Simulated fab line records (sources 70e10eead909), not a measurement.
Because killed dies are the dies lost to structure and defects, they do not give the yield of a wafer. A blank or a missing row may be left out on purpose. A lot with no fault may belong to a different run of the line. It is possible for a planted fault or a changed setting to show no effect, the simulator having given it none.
fab line records    flow nand_harc
record: lots: 6  wafers: 18  last_day: 25
route steps=1159 shown A_M1@1038 END@1159
lots that met no fault: taken from a fault-free run of the same line
start_h: the number of hours between the record's first day and the start of the first shown wafer of the lot    wait_h: hours elapsed since this lot's preceding step    " same as the row above    L1.1+2: one row covering several wafers at once    - no value, or no start was given    * or withheld: withheld    < > ~ a bound
route shown NAME@n: NAME is a module with steps in the file, n the number in the route of the first one    usual: average and standard deviation across the fault-free wafers    same: alike in all rows    chamber/n: place in a boat    sites: the reading at each site    _std_site: the standard deviation of these    _edge_site: mean of outer sites minus mean of inner sites    radius_mm: how far each site lies from the wafer's centre    mask NAME#n: copy n    behind: tool/chamber where the wafer was last shaped    hold: reason for holding the lot/hours on hold/outcome of the hold    device: which transistor (n, p or np) failed to switch    end of line: the route-end tests of the same wafers    a step given without rows: its recipe and nothing more    killed: not the wafer's yield, but the dies lost to structure and defects at the first sort    map: the dies of a wafer, with x for killed, . for not killed, _ for no die there
set.NAME: the setting the step ran with; set.NAME@STEP: the setting that earlier step ran with    model.NAME: the simulator's own value behind a step, which no gauge read
certain route steps with their lots: each step a table, each wafer a row
services: when a tool's chamber went out of use (start_h, in hours from the record's first day, below 0 if earlier), for how many hours, and the reason
== steps ==
step: NHARC_A_M1_INSPECT_11
usual: raw_defect_count: 30/16
lot.wafer  tool               chamber  start_h  wait_h  raw_defect_count
L956.2     defect_inspect-02  -        409.80   0.0     42
L956.3     "                  -        "        "       31
L956.5     "                  -        "        "       34
L958.2     defect_inspect-02  -        429.59   0.0     32
L958.4     "                  -        "        "       29
L958.5     "                  -        "        "       30
L962.2     defect_inspect-02  -        456.32   0.0     27
L962.3     "                  -        "        "       26
L962.4     "                  -        "        "       27
L963.1     defect_inspect-02  -        459.61   0.0     26
L963.2     "                  -        "        "       38
L963.3     "                  -        "        "       36
L968.1     defect_inspect-01  -        495.52   0.0     15
L968.2     "                  -        "        "       17
L968.6     "                  -        "        "       14
L975.2     defect_inspect-02  -        548.95   0.0     20
L975.5     "                  -        "        "       21
L975.6     "                  -        "        "       25
step: NHARC_A_M1_DESCUM_14
recipe: time_s: 3  o2_flow_sccm: 200  ar_flow_sccm: 0  bias_power_w: 0  chemistry: O2
step: NHARC_A_M1_ETCH_35
recipe: target_depth_a: 400  overetch_a: 120  time_s: 43.94  ion_energy_ev: 200  n2_flow_sccm: 150  h2_flow_sccm: 150  ar_flow_sccm: 0  rf_w: 400  bias_w: 150  chemistry: N2/H2
usual: drypump_motor_current_A: 5.6/0.4  mfc_ar_sccm: 0.010/0.015  oes_product_au: 1.005/0.013  rf_vpp_V: 431.7/2.2  showerhead_plenum_p_Torr: 2.09/0.079  throttle_valve_pct: 14.171/0.0094
lot.wafer  tool         chamber  start_h  wait_h  drypump_motor_current_A  mfc_ar_sccm  oes_product_au  rf_hours_counter_h  rf_vpp_V  showerhead_plenum_p_Torr  throttle_valve_pct
L956.3     rie_diel-06  0        409.96   0.1     5.8                      0.042        0.995           12                  433.2     2.18                      14.163
L956.2     "            1        "        "       6.4                      0.010        1.000           14                  432.3     2.09                      14.159
L956.5     "            1        "        "       6.4                      0.010        0.996           -                   431.7     2.09                      14.186
L958.4     rie_diel-06  1        429.74   0.1     6.3                      0.010        1.018           0                   432.0     2.09                      14.182
L958.2     "            3        "        "       5.4                      0            1.007           0                   433.4     2.14                      14.175
L958.5     "            0        "        "       5.8                      0.042        1.005           -                   434.0     2.17                      14.178
L962.2     rie_diel-02  3        456.47   0.1     5.4                      0            0.989           7                   432.4     2.12                      14.176
L962.3     "            1        "        "       6.1                      0.018        1.008           8                   431.2     2.09                      14.153
L962.4     "            2        "        "       6.0                      0            1.016           6                   427.3     1.93                      14.167
L963.2     rie_diel-02  1        459.76   0.1     6.1                      0.018        1.017           8                   432.0     2.09                      14.183
L963.1     "            2        "        "       6.0                      0            1.020           7                   427.7     1.93                      14.170
L963.3     "            0        "        "       5.2                      0            1.022           8                   434.4     2.14                      14.178
L968.2     rie_diel-02  3        495.69   0.1     5.4                      0            1.004           10                  431.7     2.12                      14.180
L968.1     "            1        "        "       6.1                      0.018        1.024           10                  432.0     2.09                      14.178
L968.6     "            2        "        "       6.0                      0            1.017           -                   426.8     1.93                      14.162
L975.2     rie_diel-06  0        549.10   0.1     5.8                      0.042        1.010           8                   433.2     2.17                      14.165
L975.6     "            0        "        "       5.8                      0.042        1.004           -                   433.1     2.17                      14.182
L975.5     "            1        "        "       6.4                      0.010        1.012           -                   431.2     2.09                      14.169
step: NHARC_A_M1_ETCH_15
recipe: target_depth_a: 1825  time_s: 91.2  c4f8_flow_sccm: withheld  ar_flow_sccm: 400  rf_w: 600  bias_w: 300  chemistry: C4F8/Ar
step: NHARC_A_M1_CD_MEAS_16
usual: cd_nm: 119.3/0.96
lot.wafer  tool       chamber  start_h  wait_h  cd_nm
L956.2     cd_sem-02  -        410.19   -       120.9
L956.3     "          -        "        "       119.4
L956.5     "          -        "        "       120.9
L958.2     cd_sem-01  -        429.96   -       121.1
L958.4     "          -        "        "       119.9
L958.5     "          -        "        "       121.1
L962.2     cd_sem-03  -        456.69   -       119.8
L962.3     "          -        "        "       119.1
L962.4     "          -        "        "       119.1
L963.1     cd_sem-02  -        459.98   -       118.6
L963.2     "          -        "        "       119.3
L963.3     "          -        "        "       120.8
L968.1     cd_sem-02  -        495.91   -       119.0
L968.2     "          -        "        "       120.5
L968.6     "          -        "        "       119.4
L975.2     cd_sem-02  -        549.32   -       119.2
L975.5     "          -        "        "       119.1
L975.6     "          -        "        "       118.6
step: NHARC_A_M1_STRIP_18
recipe: power_w: 1000  n2_flow_sccm: 150  h2_flow_sccm: 150  ar_flow_sccm: 0  bias_w: 0  chemistry: N2/H2
step: NHARC_A_M1_ETCH_28
recipe: target_depth_a: 300  over_etch_frac: 0.3  time_s: 72.99  ion_energy_ev: 150  cf4_flow_sccm: 50  n2_flow_sccm: 100  ar_flow_sccm: 150  rf_w: 300  bias_w: 100  chemistry: CF4/N2
usual: drypump_motor_current_A: 5.6/0.42  mfc_ar_sccm: 150.0/0.46  oes_product_au: 1.005/0.012  rf_vpp_V: 315.2/1.8  showerhead_plenum_p_Torr: 2.68/0.093  throttle_valve_pct: 19.793/0.009
lot.wafer  tool         chamber  start_h  wait_h  drypump_motor_current_A  mfc_ar_sccm  oes_product_au  rf_hours_counter_h  rf_vpp_V  showerhead_plenum_p_Torr  throttle_valve_pct
L956.3     rie_diel-02  1        -        -       6.1                      149.6        1.011           4.9                 314.7     2.68                      19.799
L956.2     "            2        "        "       6.0                      150.4        1.011           3.5                 312.1     2.50                      19.796
L956.5     "            0        "        "       5.1                      150.3        1.013           -                   316.1     2.75                      19.802
L958.2     rie_diel-02  0        -        -       5.2                      149.4        1.020           6.3                 315.6     2.74                      19.790
L958.4     "            2        "        "       6.0                      150.3        1.022           4.5                 311.6     2.50                      19.811
L958.5     "            3        "        "       5.4                      149.8        0.993           -                   316.1     2.72                      19.779
L962.4     rie_diel-02  3        -        -       5.4                      150.0        0.992           7.6                 315.3     2.72                      19.797
L962.2     "            0        "        "       5.2                      150.0        1.031           7.7                 315.3     2.74                      19.795
L962.3     "            1        "        "       6.1                      149.9        1.007           7.7                 314.9     2.68                      19.790
L963.3     rie_diel-06  2        -        -       5.3                      150.4        1.002           2.3                 310.2     2.51                      19.813
L963.1     "            3        "        "       5.5                      149.3        0.999           1.7                 316.4     2.75                      19.784
L963.2     "            0        "        "       5.8                      149.4        1.000           2.5                 317.3     2.79                      19.790
L968.1     rie_diel-06  0        -        -       5.8                      150.7        1.014           4.8                 318.5     2.78                      19.775
L968.2     "            1        "        "       6.4                      150.4        1.009           5.9                 316.5     2.69                      19.792
L968.6     "            1        "        "       6.4                      149.7        0.998           -                   316.4     2.69                      19.784
L975.2     rie_diel-09  2        -        -       5.4                      149.7        1.007           3.2                 315.7     2.74                      19.789
L975.6     "            1        "        "       5.8                      150.5        0.973           -                   312.5     2.57                      19.801
L975.5     "            2        "        "       5.4                      149.6        1.000           -                   315.6     2.74                      19.796
step: NHARC_A_M1_STRIP_19
recipe: time_s: 600  temp_c: 30  chemistry: post_etch_residue_remover
step: NHARC_A_M1_DEGAS_29
recipe: temp_c: 250  time_s: 60
usual: heater_power_w: 329/36
lot.wafer  tool            chamber  start_h  wait_h  heater_power_w
L956.3     pvd_sputter-03  -        410.93   -       330
L956.2     "               -        "        "       268
L956.5     "               -        "        "       337
L958.4     pvd_sputter-03  -        430.68   -       279
L958.2     "               -        "        "       237
L958.5     "               -        "        "       280
L962.2     pvd_sputter-01  -        457.41   -       384
L962.4     "               -        "        "       340
L962.3     "               -        "        "       331
L963.2     pvd_sputter-02  -        460.69   -       312
L963.3     "               -        "        "       353
L963.1     "               -        "        "       346
L968.2     pvd_sputter-01  -        496.62   -       345
L968.1     "               -        "        "       340
L968.6     "               -        "        "       335
L975.2     pvd_sputter-01  -        550.11   -       414
L975.5     "               -        "        "       332
L975.6     "               -        "        "       352
step: NHARC_A_M1_PRE_CLEAN_30
recipe: time_s: 30  temp_c: 280  gas: H2/He
step: NHARC_A_M1_PVD_20
recipe: target_thk_a: 50  bias_v: 168.6  power_w: 15000  chamber_pressure_pa: 0.12  time_s: 8.06  substrate_temp_c: 50  material: TaN
usual: substrate_temp_c: 50.00/0.12  throttle_valve_pct: 30.5/1.1
lot.wafer  tool            chamber  start_h  wait_h  substrate_temp_c  throttle_valve_pct
L956.3     pvd_sputter-03  -        -        -       50.03             30.4
L956.2     "               -        "        "       50.07             30.4
L956.5     "               -        "        "       50.10             30.5
L958.2     pvd_sputter-03  -        -        -       49.78             32.1
L958.4     "               -        "        "       49.96             30.5
L958.5     "               -        "        "       50.12             30.4
L962.4     pvd_sputter-01  -        -        -       49.93             31.3
L962.3     "               -        "        "       50.12             31.7
L962.2     "               -        "        "       49.85             29.8
L963.1     pvd_sputter-02  -        -        -       50.06             30.5
L963.3     "               -        "        "       50.22             28.3
L963.2     "               -        "        "       49.88             31.0
L968.2     pvd_sputter-01  -        -        -       49.86             29.7
L968.1     "               -        "        "       49.80             31.3
L968.6     "               -        "        "       50.05             29.8
L975.2     pvd_sputter-01  -        -        -       50.15             30.5
L975.6     "               -        "        "       50.01             31.6
L975.5     "               -        "        "       49.96             29.7
step: NHARC_A_M1_PVD_21
recipe: target_thk_a: 300  chamber_pressure_pa: 5  power_w: 5000  substrate_temp_c: 30  time_s: 20.49  material: Cu
step: NHARC_A_M1_ECD_22
recipe: target_thk_a: 4000  bath_temp_c: 25  material: Cu
lot.wafer   tool       chamber  start_h  wait_h
L956.2+3+5  ecd_cu-01  1        411.30   -
L958.2+4+5  ecd_cu-01  1,0,0    431.04   -
L962.2+3+4  ecd_cu-01  1,1,0    457.78   -
L963.2+1+3  ecd_cu-01  0,1,0    461.04   -
L968.1+2+6  ecd_cu-02  1,0,1    496.98   -
L975.2+6+5  ecd_cu-02  0,1,0    550.51   -
step: NHARC_A_M1_ANNEAL_31
recipe: temp_c: 225  time_s: 90
usual: wafer_temp_C_max: 226.1/0.32
lot.wafer  tool           chamber  start_h  wait_h  wafer_temp_C_max
L956.2     rtp_anneal-01  0        411.75   -       225.8
L956.3     "              0        "        "       226.2
L956.5     "              0        "        "       226.0
L958.2     rtp_anneal-01  0        431.47   -       226.2
L958.4     "              0        "        "       226.6
L958.5     "              0        "        "       225.9
L962.2     rtp_anneal-01  0        458.22   0.4     225.9
L962.3     "              0        "        "       225.7
L962.4     "              0        "        "       226.1
L963.1     rtp_anneal-02  0        461.43   0.3     226.2
L963.2     "              0        "        "       225.6
L963.3     "              0        "        "       225.7
L968.1     rtp_anneal-02  0        497.38   0.3     226.1
L968.2     "              0        "        "       225.9
L968.6     "              0        "        "       226.1
L975.2     rtp_anneal-02  0        550.89   0.3     226.0
L975.5     "              0        "        "       226.2
L975.6     "              0        "        "       225.9
step: NHARC_A_M1_CMP_23
recipe: t_overpolish_s: 20  target_thk_nm: 154.34
usual: motor_current_A: 12.0/1  time_to_endpoint_s: 30.6/3
lot.wafer  tool    chamber  start_h  wait_h  motor_current_A  time_to_endpoint_s
L956.2     cmp-03  2        412.04   -       13.6             32.2
L956.3     "       1        "        "       12.8             33.8
L956.5     "       2        "        "       13.3             34.0
L958.4     cmp-01  3        431.76   -       12.6             30.9
L958.2     "       0        "        "       10.8             26.6
L958.5     "       0        "        "       11.4             29.4
L962.4     cmp-02  2        458.51   -       14.0             11.2
L962.2     "       0        "        "       12.4             10.9
L962.3     "       1        "        "       11.2             28.7
L963.2     cmp-01  0        461.80   -       12.1             12.4
L963.3     "       1        "        "       12.0             26.4
L963.1     "       2        "        "       12.1             16.3
L968.1     cmp-03  1        497.72   -       12.9             30.4
L968.2     "       2        "        "       13.4             32.1
L968.6     "       2        "        "       12.7             33.8
L975.2     cmp-03  3        551.21   -       11.1             31.1
L975.5     "       2        "        "       13.1             30.7
L975.6     "       3        "        "       11.0             35.6
step: NHARC_A_M1_THK_MEAS_24
recipe: thk_meas_gauge: xrf
usual: thk_nm: 154.9/1.6
lot.wafer  tool           chamber  start_h  wait_h  thk_nm
L956.2     film_metro-01  -        412.36   -       156.2
L956.3     "              -        "        "       155.8
L956.5     "              -        "        "       157.5
L958.2     film_metro-01  -        432.08   -       154.2
L958.4     "              -        "        "       155.4
L958.5     "              -        "        "       154.5
L962.2     film_metro-01  -        458.82   -       153.8
L962.3     "              -        "        "       152.2
L962.4     "              -        "        "       151.6
L963.1     film_metro-02  -        462.09   -       154.4
L963.2     "              -        "        "       152.8
L963.3     "              -        "        "       150.8
L968.1     film_metro-01  -        498.04   -       156.3
L968.2     "              -        "        "       158.6
L968.6     "              -        "        "       157.1
L975.2     film_metro-02  -        551.50   -       156.8
L975.5     "              -        "        "       153.1
L975.6     "              -        "        "       156.6
step: NHARC_END_SORT_01
recipe: temp_c: 25
usual: defect_limited_yield: 95.3/1.6  killed_at_array: 27/12  killed_at_other: 0.8/1  killed_at_periphery: 4.0/2.5  killed_dies: 32/11  killed_open: 3.3/1.8  killed_short: 2.0/1.5  sort_bin_2_pct: 1.5/0.59  sort_bin_3_pct: 0.27/0.22  sort_bin_4_pct: 3.0/1.1  sort_n_pass: 645/11  sort_rim_yield_pct: 95.6/2.7  sort_yield_pct: 95.3/1.6
same: gross_dies: 677  sort_bin_5_pct[%]: 0  sort_bin_6_pct[%]: 0  sort_bin_7_pct[%]: 0  sort_bin_8_pct[%]: 0  sort_rim_n_gross: 106.00
lot.wafer  tool       chamber  start_h  wait_h  defect_limited_yield[%]  killed_at_array  killed_at_other  killed_at_periphery  killed_dies  killed_open  killed_short  sort_bin_2_pct[%]  sort_bin_3_pct[%]  sort_bin_4_pct[%]  sort_n_pass  sort_rim_yield_pct[%]  sort_yield_pct[%]
L956.2     prober-01  0        457.53   2.8     93.6                     38               0                5                    43           3            0             1.5                0.44               4.4                634          96.2                   93.6
L956.3     prober-01  0        458.31   3.1     94.4                     35               1                2                    38           5            1             2.4                0.15               3.1                639          97.2                   94.4
L956.5     prober-01  0        459.88   3.6     94.7                     35               0                1                    36           3            2             0.9                0.30               4.1                641          97.2                   94.7
L958.2     prober-02  0        468.11   2.8     95.1                     31               0                2                    33           0            5             1.5                0.30               3.1                644          93.4                   95.1
L958.4     prober-02  0        469.70   3.4     95.1                     30               0                3                    33           2            2             1.0                0.30               3.5                644          97.2                   95.1
L958.5     prober-02  0        470.49   3.7     94.5                     31               0                6                    37           1            3             1.9                0.15               3.4                640          95.3                   94.5
L963.1     prober-01  0        497.22   2.5     95.1                     27               0                6                    33           4            2             0.9                0.15               3.8                644          93.4                   95.1
L963.2     prober-01  0        498.03   2.8     94.5                     29               0                8                    37           2            3             1.8                0.15               3.5                640          90.6                   94.5
L963.3     prober-01  0        498.85   3.1     93.4                     35               1                9                    45           1            7             2.1                0.15               4.4                632          94.3                   93.4
L968.1     prober-01  0        533.07   2.5     97.3                     14               2                2                    18           3            2             0.7                0                  1.9                659          99.1                   97.3
L968.2     prober-01  0        533.87   2.8     96.9                     18               2                1                    21           5            2             0.9                0.15               2.1                656          95.3                   96.9
L968.6     prober-01  0        537.10   4.0     97.5                     13               2                2                    17           2            2             0.9                0.15               1.5                660          94.3                   97.5
L975.2     prober-02  0        589.09   2.8     96.5                     19               0                5                    24           5            1             0.9                0.15               2.5                653          95.3                   96.5
L975.5     prober-02  0        591.48   3.7     95.4                     21               4                6                    31           3            4             1.3                0.74               2.5                646          94.3                   95.4
L975.6     prober-02  0        592.28   4.0     95.1                     25               0                8                    33           3            1             1.3                0.15               3.4                644          95.3                   95.1
killed by level:class
L956.2 A_SLIT:chamber_film_flake=17 A_CHANNEL_HOLE_D1:chamber_film_flake=10 A_M0:chamber_film_flake=4 A_STAIRCASE:chamber_film_flake=3 A_CONTACT:chamber_film_flake=3 P_M0:geometric_particle:open=2 P_BONDPAD:chamber_film_flake=2 A_CONTACT:geometric_particle:open=1
L956.3 A_CHANNEL_HOLE_D1:chamber_film_flake=13 A_SLIT:chamber_film_flake=11 A_ONON_D1:geometric_particle:open=4 A_M0:chamber_film_flake=3 A_CONTACT:geometric_particle:open=1 STARTING-WAFER:geometric_particle:short=1 P_ZERO_WELL:chamber_film_flake=1 P_BONDPAD:chamber_film_flake=1
L956.5 A_CHANNEL_HOLE_D1:chamber_film_flake=10 A_SLIT:chamber_film_flake=10 A_CONTACT:chamber_film_flake=6 A_M0:chamber_film_flake=2 A_ONON_D1:geometric_particle:short=1 A_CHANNEL_HOLE_D1:geometric_particle:open=1 A_CONTACT:geometric_particle:open=1 A_BLC:geometric_particle:open=1
L958.2 A_CHANNEL_HOLE_D1:chamber_film_flake=12 A_SLIT:chamber_film_flake=9 A_STAIRCASE:chamber_film_flake=3 A_WL_FILL:geometric_particle:short=2 P_CONTACT:geometric_particle:short=1 A_SOURCE_PLATE:geometric_particle:short=1 A_ONON_D1:geometric_particle:short=1 P_GATE:chamber_film_flake=1
L958.4 A_CHANNEL_HOLE_D1:chamber_film_flake=13 A_SLIT:chamber_film_flake=8 A_STAIRCASE:chamber_film_flake=3 P_ZERO_WELL:chamber_film_flake=2 A_M1:chamber_film_flake=2 P_STI:geometric_particle:open=1 A_SGD_CUT:geometric_particle:short=1 A_M0:geometric_particle:short=1
L958.5 A_CHANNEL_HOLE_D1:chamber_film_flake=11 A_SLIT:chamber_film_flake=11 P_ZERO_WELL:chamber_film_flake=3 A_STAIRCASE:chamber_film_flake=3 A_CONTACT:chamber_film_flake=2 P_GATE:geometric_particle:short=1 A_ONON_D1:geometric_particle:short=1 A_WL_FILL:geometric_particle:short=1
L963.1 A_SLIT:chamber_film_flake=10 P_ZERO_WELL:chamber_film_flake=6 A_CHANNEL_HOLE_D1:chamber_film_flake=4 A_CONTACT:chamber_film_flake=4 A_STAIRCASE:chamber_film_flake=2 A_CHANNEL_HOLE_D1:geometric_particle:short=1 A_CHANNEL_FILL_D1:geometric_particle:open=1 A_SGD_CUT:geometric_particle:open=1
L963.2 A_SLIT:chamber_film_flake=14 P_ZERO_WELL:chamber_film_flake=5 A_CHANNEL_HOLE_D1:chamber_film_flake=5 A_CONTACT:chamber_film_flake=5 P_GATE:geometric_particle:open=1 P_M1:geometric_particle:short=1 A_ONON_D1:geometric_particle:open=1 A_CHANNEL_HOLE_D1:geometric_particle:short=1
L963.3 A_SLIT:chamber_film_flake=12 A_STAIRCASE:chamber_film_flake=7 A_CHANNEL_HOLE_D1:chamber_film_flake=6 P_ZERO_WELL:chamber_film_flake=4 A_CHANNEL_HOLE_D1:geometric_particle:short=3 A_CONTACT:chamber_film_flake=3 P_M2:chamber_film_flake=2 P_M0:geometric_particle:short=1
L968.1 A_CHANNEL_HOLE_D1:chamber_film_flake=5 A_STAIRCASE:chamber_film_flake=2 A_CONTACT:chamber_film_flake=2 THIN_TSV:chamber_film_flake=2 P_GATE:geometric_particle:short=1 A_CHANNEL_HOLE_D1:geometric_particle:open=1 A_M0:geometric_particle:short=1 A_WL_FILL:geometric_particle:open=1
L968.2 A_CHANNEL_HOLE_D1:chamber_film_flake=6 A_CHANNEL_FILL_D1:geometric_particle:open=2 A_CHANNEL_FILL_D1:chamber_film_flake=2 HYBRID_BOND:chamber_film_flake=2 A_SGD_CUT:geometric_particle:short=1 A_WL_FILL:geometric_particle:short=1 A_WL_FILL:geometric_particle:open=1 A_CONTACT:geometric_particle:open=1
L968.6 A_CHANNEL_HOLE_D1:chamber_film_flake=5 A_CHANNEL_FILL_D1:chamber_film_flake=2 A_CONTACT:chamber_film_flake=2 P_GATE:geometric_particle:open=1 A_ONON_D1:geometric_particle:short=1 A_CONTACT:geometric_particle:short=1 A_M0:geometric_particle:open=1 P_M0:chamber_film_flake=1
L975.2 A_CHANNEL_HOLE_D1:chamber_film_flake=9 A_CONTACT:chamber_film_flake=4 P_GATE:chamber_film_flake=3 A_CONTACT:geometric_particle:open=2 A_STAIRCASE:chamber_film_flake=2 P_CONTACT:geometric_particle:open=1 P_M0:geometric_particle:open=1 A_ONON_D1:geometric_particle:open=1
L975.5 A_CHANNEL_HOLE_D1:chamber_film_flake=9 P_M1:chamber_film_flake=5 A_CONTACT:chamber_film_flake=4 THIN_TSV:chamber_film_flake=4 A_STAIRCASE:chamber_film_flake=2 P_GATE:geometric_particle:open=1 A_SOURCE_PLATE:geometric_particle:short=1 A_ONON_D1:geometric_particle:short=1
L975.6 A_CHANNEL_HOLE_D1:chamber_film_flake=12 P_GATE:chamber_film_flake=4 A_STAIRCASE:chamber_film_flake=3 P_M1:chamber_film_flake=3 A_CHANNEL_FILL_D1:chamber_film_flake=3 A_CONTACT:chamber_film_flake=3 P_M0:geometric_particle:open=1 A_ONON_D1:geometric_particle:short=1
== services ==
tool            chamber  start_h  hours  kind
pvd_sputter-02  -        392.05   10.0   pm
pvd_sputter-01  -        399.50   2.3    repair
rie_diel-02     2        399.75   10.0   repair
rie_diel-09     1        413.69   5.7    repair
rie_diel-06     -        418.22   9.0    pm
ecd_cu-02       -        419.52   1.7    repair
cmp-02          -        422.69   4.0    pm
rie_diel-09     -        431.10   9.0    pm
rie_diel-06     3        439.62   4.6    repair
cmp-01          -        441.24   12.0   repair
ecd_cu-01       -        448.00   8.0    pm
cmp-02          -        449.29   1.1    repair
cmp-03          -        456.54   0.5    repair
pvd_sputter-03  -        458.03   10.0   pm
cmp-01          -        473.54   4.0    pm
cmp-03          -        474.21   4.0    pm
rie_diel-02     -        504.70   9.0    pm
pvd_sputter-01  -        506.87   1.2    repair
pvd_sputter-02  -        511.08   3.1    repair
pvd_sputter-01  -        514.01   10.0   pm
rtp_anneal-02   -        523.08   2.3    repair
pvd_sputter-02  -        525.84   12.5   repair
ecd_cu-02       -        532.56   8.0    pm
cmp-01          -        548.95   1.2    repair
== key ==
first_sign: step: NHARC_A_M1_CMP_23  reading: time_to_endpoint_s  direction: down  sigmas: 6.1  usual: *  struck: *
effect none on later readings
met_at NHARC_A_M1_ECD_22
struck_wafers L962.2,L962.4,L963.1,L963.2
onset_between 431.04 457.78
fault: kind: process_parameter_drift  tool: ecd_cu-01  chamber: -  onset_h: 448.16  steps: NHARC_A_M1_ECD_22  channel: target_thk_a  offset: *  shape: step  end_h: 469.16  scope: struck_wafers_only  acts_in: *  stated: *
